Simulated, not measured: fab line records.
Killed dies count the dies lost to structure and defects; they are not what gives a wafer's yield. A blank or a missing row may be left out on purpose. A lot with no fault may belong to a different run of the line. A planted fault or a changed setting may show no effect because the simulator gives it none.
Lot-split experiment :: flow n5Finfet :: 21 wafers read across 7 lots, on a route 1938 steps long

ABOUT THE SPLIT
At N5_DUMMY_GATE_COAT_09 (resist thk 30 nm), the setting spinRpm was moved away from the recipe's 1500 rpm on 5 of the 21 wafers read, by -10.3% to +3.5%. This setting was run at the recipe's value on the other wafers.

FROM THE SPLIT TO THE READING: what the file shows between them, 3 steps
- N5_DUMMY_GATE_EXPOSE_12: exposes mask GATE, target cd 25 nm (also split here: doseMj)
- N5_DUMMY_GATE_PEB_13: peb time 60 s
- N5_DUMMY_GATE_DEVELOP_14: develop time 30 s

THE READING
CAR-EUV_of_DUMMY_GATE_COAT_09.thkNm (the simulator's own value, which no gauge read), in nm, at N5_DUMMY_GATE_DESCUM_20 (chemistry O2, time 6.2 s). No usual value for it is given in the file. Across the 16 wafers here that went through the recipe, the average is 26.5 nm and the standard deviation 0.1 nm.

wafer: L076.1
tool, chamber at the split: lithoTrack-05, 0
spinRpm as run, rpm: 1500
against the recipe: recipe
CAR-EUV_of_DUMMY_GATE_COAT_09.thkNm, nm: 26.4
against lot-mates on the recipe: -

wafer: L076.2
tool, chamber at the split: lithoTrack-05, 0
spinRpm as run, rpm: 1500
against the recipe: recipe
CAR-EUV_of_DUMMY_GATE_COAT_09.thkNm, nm: 26.4
against lot-mates on the recipe: -

wafer: L076.5
tool, chamber at the split: lithoTrack-05, 0
spinRpm as run, rpm: 1448
against the recipe: -3.5%
CAR-EUV_of_DUMMY_GATE_COAT_09.thkNm, nm: 27
against lot-mates on the recipe: +0.6

wafer: L077.3
tool, chamber at the split: lithoTrack-05, 0
spinRpm as run, rpm: 1345
against the recipe: -10.3%
CAR-EUV_of_DUMMY_GATE_COAT_09.thkNm, nm: 28.2
against lot-mates on the recipe: +1.8

wafer: L077.4
tool, chamber at the split: lithoTrack-05, 0
spinRpm as run, rpm: 1500
against the recipe: recipe
CAR-EUV_of_DUMMY_GATE_COAT_09.thkNm, nm: 26.4
against lot-mates on the recipe: -

wafer: L077.6
tool, chamber at the split: lithoTrack-05, 0
spinRpm as run, rpm: 1500
against the recipe: recipe
CAR-EUV_of_DUMMY_GATE_COAT_09.thkNm, nm: 26.4
against lot-mates on the recipe: -

wafer: L082.2
tool, chamber at the split: lithoTrack-02, 0
spinRpm as run, rpm: 1500
against the recipe: recipe
CAR-EUV_of_DUMMY_GATE_COAT_09.thkNm, nm: 26.6
against lot-mates on the recipe: -

wafer: L082.4
tool, chamber at the split: lithoTrack-02, 0
spinRpm as run, rpm: 1500
against the recipe: recipe
CAR-EUV_of_DUMMY_GATE_COAT_09.thkNm, nm: 26.6
against lot-mates on the recipe: -

wafer: L082.5
tool, chamber at the split: lithoTrack-02, 0
spinRpm as run, rpm: 1500
against the recipe: recipe
CAR-EUV_of_DUMMY_GATE_COAT_09.thkNm, nm: 26.6
against lot-mates on the recipe: -

wafer: L084.1
tool, chamber at the split: lithoTrack-03, 0
spinRpm as run, rpm: 1345
against the recipe: -10.3%
CAR-EUV_of_DUMMY_GATE_COAT_09.thkNm, nm: 28.2
against lot-mates on the recipe: +1.6

wafer: L084.3
tool, chamber at the split: lithoTrack-03, 0
spinRpm as run, rpm: 1345
against the recipe: -10.3%
CAR-EUV_of_DUMMY_GATE_COAT_09.thkNm, nm: 28.4
against lot-mates on the recipe: +1.8

wafer: L084.4
tool, chamber at the split: lithoTrack-03, 0
spinRpm as run, rpm: 1500
against the recipe: recipe
CAR-EUV_of_DUMMY_GATE_COAT_09.thkNm, nm: 26.6
against lot-mates on the recipe: -

wafer: L085.1
tool, chamber at the split: lithoTrack-02, 0
spinRpm as run, rpm: 1500
against the recipe: recipe
CAR-EUV_of_DUMMY_GATE_COAT_09.thkNm, nm: 26.4
against lot-mates on the recipe: -

wafer: L085.4
tool, chamber at the split: lithoTrack-02, 0
spinRpm as run, rpm: 1500
against the recipe: recipe
CAR-EUV_of_DUMMY_GATE_COAT_09.thkNm, nm: 26.4
against lot-mates on the recipe: -

wafer: L085.5
tool, chamber at the split: lithoTrack-02, 0
spinRpm as run, rpm: 1500
against the recipe: recipe
CAR-EUV_of_DUMMY_GATE_COAT_09.thkNm, nm: 26.4
against lot-mates on the recipe: -

wafer: L096.2
tool, chamber at the split: lithoTrack-02, 0
spinRpm as run, rpm: 1500
against the recipe: recipe
CAR-EUV_of_DUMMY_GATE_COAT_09.thkNm, nm: 26.6
against lot-mates on the recipe: -

wafer: L096.5
tool, chamber at the split: lithoTrack-02, 0
spinRpm as run, rpm: 1553
against the recipe: +3.5%
CAR-EUV_of_DUMMY_GATE_COAT_09.thkNm, nm: 25.8
against lot-mates on the recipe: -0.7

wafer: L096.6
tool, chamber at the split: lithoTrack-02, 0
spinRpm as run, rpm: 1500
against the recipe: recipe
CAR-EUV_of_DUMMY_GATE_COAT_09.thkNm, nm: 26.4
against lot-mates on the recipe: -

wafer: L097.1
tool, chamber at the split: lithoTrack-02, 0
spinRpm as run, rpm: 1500
against the recipe: recipe
CAR-EUV_of_DUMMY_GATE_COAT_09.thkNm, nm: 26.6
against lot-mates on the recipe: -

wafer: L097.3
tool, chamber at the split: lithoTrack-02, 0
spinRpm as run, rpm: 1500
against the recipe: recipe
CAR-EUV_of_DUMMY_GATE_COAT_09.thkNm, nm: 26.6
against lot-mates on the recipe: -

wafer: L097.4
tool, chamber at the split: lithoTrack-02, 0
spinRpm as run, rpm: 1500
against the recipe: recipe
CAR-EUV_of_DUMMY_GATE_COAT_09.thkNm, nm: 26.6
against lot-mates on the recipe: -

THE FIT
A straight line over all 21 wafers: CAR-EUV_of_DUMMY_GATE_COAT_09.thkNm changes by -0.172 nm for each +1% of spinRpm; r = -0.99; the points scatter about the line by 0.1 nm.
The same after taking each lot's own level away (the mean of its wafers on the recipe; 21 wafers): -0.17 nm for each +1%; r = -1.00; scatter 0.055 nm.
On that fit, the largest move of spinRpm shifts the reading by 1.8 nm.
The lots' own levels span 26.40 to 26.60 nm, that is 2.0 times the standard deviation above.
The two slopes agree, so the slope changes little with the lot-to-lot level.
Check: with one of the wafers moved furthest among these (-10.3%) left out of the fit, the line predicts +1.72 nm for it against its lot-mates. It came out at +1.8 nm against them.

THE OTHER SPLITS THESE WAFERS WENT THROUGH
These wafers also went through other splits before the reading. Each is held against what the fit with the lots' levels taken away leaves over:
other split on the same wafers: N5_ZERO_LAYER_PECVD_02 timeS
wafers away from the commonest value: 5
r with CAR-EUV_of_DUMMY_GATE_COAT_09.thkNm (lot level and that fit taken away): -0.04

other split on the same wafers: N5_PMOS_HMC_CHANNEL_EPI_PEB_07 pebTimeS
wafers away from the commonest value: 6
r with CAR-EUV_of_DUMMY_GATE_COAT_09.thkNm (lot level and that fit taken away): -0.05

other split on the same wafers: N5_PMOS_HMC_CHANNEL_EPI_DEVELOP_08 developTimeS
wafers away from the commonest value: 7
r with CAR-EUV_of_DUMMY_GATE_COAT_09.thkNm (lot level and that fit taken away): +0.21

other split on the same wafers: N5_DUMMY_GATE_EXPOSE_12 doseMj
wafers away from the commonest value: 3
r with CAR-EUV_of_DUMMY_GATE_COAT_09.thkNm (lot level and that fit taken away): +0.29

THE WHOLE CHAIN: every reading that the file lists as answering this split, in the file's order
step: N5_DUMMY_GATE_COAT_09
what it does: resist thk 30 nm
reading: CAR-EUV_of_DUMMY_GATE_COAT_09.thkNm (the simulator's own value, which no gauge read)
change (the file's fit): -0.158 nm for each +1% of the setting
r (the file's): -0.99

step: N5_DUMMY_GATE_DESCUM_20
what it does: chemistry O2, time 6.2 s
reading: CAR-EUV_of_DUMMY_GATE_COAT_09.thkNm (the simulator's own value, which no gauge read)
change (the file's fit): -0.171 nm for each +1% of the setting
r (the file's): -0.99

THE FILE'S OWN FIT
CAR-EUV_of_DUMMY_GATE_COAT_09.thkNm changes by -0.171 nm for each +1% of spinRpm, r = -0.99.
